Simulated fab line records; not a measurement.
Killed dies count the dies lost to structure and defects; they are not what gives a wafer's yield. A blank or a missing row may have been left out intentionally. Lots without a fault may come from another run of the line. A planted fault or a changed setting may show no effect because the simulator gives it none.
A struck lot beside a sound one	flow nand-harc	14 steps out of a route of 1302
Sound: these wafers, L300.4, L300.5, L300.6. Struck: wafer L306.4 (left out: L306.3, L306.6 of the same lot, which were not struck); the cause appears at the end.
Each step with rows lists, per side, the tool, then ch with its chambers, then its first start. Under that, the readings that differ: sound wafers	struck wafers	difference of the means	sigmas: that difference in standard deviations of wafers without a fault.
alike: readings with means less than 2 such deviations apart, plus words and numbers identical on both sides. not compared: withheld readings, readings lacking a value on some wafer, bounds such as >300 that could conceal the same value, and numbers that have no deviation in the record and whose values overlap.
A row with sigmas, a row that says differs or no value, or rows on one side alone: a step with any of these is where the two part. Numbers that have no deviation but don't overlap get no sigmas and don't part them. A reading that every wafer of one side lacks parts them only if that side has two wafers or more.

first, 8 steps without rows for these wafers: NHARC_A_STAIRCASE_HMDS_02 (time 30 s); NHARC_A_STAIRCASE_COAT_03; NHARC_A_STAIRCASE_SOFTBAKE_04 (time 170 s); NHARC_A_STAIRCASE_EBR_05; NHARC_A_STAIRCASE_EXPOSE_06 (exposes mask STAIR); NHARC_A_STAIRCASE_PEB_07 (peb time 130 s); NHARC_A_STAIRCASE_DEVELOP_08 (time 140 s); NHARC_A_STAIRCASE_HARDBAKE_10 (time 140 s).
NHARC_A_STAIRCASE_DESCUM_11: chemistry O2, time 3 s.
  sound on rie-diel-09 ch 2,3, day 16 13:23; struck on rie-diel-02 ch 0, day 19 06:56
reading	sound	struck	difference	sigmas
showerhead-plenum-p-Torr (Torr)	1.92 1.80 1.92	2.06	+0.18	+2
  alike: drypump-motor-current-A, mfc-ar-sccm, o2-flow-sccm, oes-product-au, rf-vpp-V, throttle-valve-pct
  not compared: rf-hours-counter-h
NHARC_A_STAIRCASE_TRIM_12: chemistry O2, time 211.2 s.
  sound on rie-diel-09 ch 0,1,3, day 16 13:29; struck on rie-diel-02 ch 3, day 19 07:01
reading	sound	struck	difference	sigmas
mfc-ar-sccm (sccm)	0.039 0.035 0.015	0.001	-0.029	-2
  alike: drypump-motor-current-A, o2-flow-sccm, oes-product-au, rf-vpp-V, showerhead-plenum-p-Torr, throttle-valve-pct
  not compared: rf-hours-counter-h
NHARC_A_STAIRCASE_ETCH_13: etches the open film in C4F8/O2, target depth 100 nm, time 40.5 s.
  sound: rie-diel-09 ch 0,1; struck: rie-diel-02 ch 1
  alike: oes-product-au, rf-vpp-V
  not compared: rf-hours-counter-h
NHARC_A_STAIRCASE_TRIM_14: chemistry O2, time 211.2 s.
  sound on rie-diel-09 ch 2,3, day 16 13:45; struck on rie-diel-02 ch 3, day 19 07:22
reading	sound	struck	difference	sigmas
mfc-ar-sccm (sccm)	0.035 0.019 0.035	0.001	-0.029	-2
oes-product-au (a.u.)	1.001 1.015 1.002	1.412	+0.406	+41
  alike: drypump-motor-current-A, o2-flow-sccm, rf-vpp-V, showerhead-plenum-p-Torr, throttle-valve-pct
  not compared: rf-hours-counter-h
NHARC_A_STAIRCASE_ETCH_15: etches the open film in C4F8/O2, target depth 100 nm, time 40.5 s.
  sound: rie-diel-09 ch 0,2,3; struck: rie-diel-02 ch 3
  alike: oes-product-au, rf-vpp-V
  not compared: rf-hours-counter-h
-- break in the record here, with 9 days between the starts of the struck wafers on either side (left off in module A_STAIRCASE, picked up again in module END, where the first step shown is number 1302 on the route) --
NHARC_END_SORT_01:
  sound on prober-02 ch 0, day 25 01:55; struck on prober-02 ch 0, day 27 21:14
reading	sound	struck	difference	sigmas
killed-at-array	85 104 110	670	+570	+22
killed-dies	93 111 114	677	+571	+22
killed-short	3 4 4	0	-4	-2
  alike: killed-at-other, killed-at-periphery, killed-open

WHERE THEY PART
First at NHARC_A_STAIRCASE_DESCUM_11; last, within this record, at NHARC_END_SORT_01.

WHY: whatever the simulator had introduced
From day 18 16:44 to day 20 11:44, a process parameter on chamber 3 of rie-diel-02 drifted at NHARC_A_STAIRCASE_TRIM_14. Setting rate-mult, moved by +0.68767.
